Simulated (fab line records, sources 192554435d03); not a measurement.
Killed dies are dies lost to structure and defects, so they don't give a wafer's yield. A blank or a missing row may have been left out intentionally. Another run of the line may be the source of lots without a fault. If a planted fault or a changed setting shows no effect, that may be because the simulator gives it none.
Matching of chambers | flow n5-finfet | N5_HKMG_FIN_STRIP_93 on rie-diel-01: 4 sister chambers
The step strips SOC in N2/H2, time 20 s. 4 wafers are shown with their chamber, then 8 later ones without.

EACH WAFER AND ITS CHAMBER
wafer  | chamber | throttle-valve-pct (%)
L083.5 | 0       | 18.8
L084.2 | 2       | 18.4
L084.3 | 1       | 18.9
L090.1 | 3       | 19.2

WAFERS WITHOUT THEIR CHAMBER
wafer  | throttle-valve-pct (%)
L090.3 | 18.5
L090.5 | 18.9
L092.2 | 18.4
L092.4 | 18.8
L092.6 | 19.2
L095.1 | 18.9
L095.2 | 18.9
L095.5 | 18.9

EACH ONE'S CHAMBER
wafer  | from the rows above | in truth
L090.3 | 2                   | 2
L090.5 | 1                   | 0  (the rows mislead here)
L092.2 | 2                   | 2
L092.4 | 0                   | 0
L092.6 | 3                   | 3
L095.1 | 1                   | 1
L095.2 | 1                   | 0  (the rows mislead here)
L095.5 | 1                   | 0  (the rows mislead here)
Correctly placed: 5 of 8. Number that these rows cannot place: 0. Wrongly placed: 3.
How it was worked out, from the rows above alone: a wafer's distance from a chamber is the root of the sum, over the readings, of the square of ((its reading less the chamber's mean) divided by the reading's scatter). The wafer belongs to the nearest chamber; if the next one is less than 2 further off, it can't be placed. The mean given for a chamber averages the wafers shown for that chamber. The scatter (one wafer shown for each chamber): square how far every hidden wafer sits from the nearest shown wafer, average those squares and take the square root.
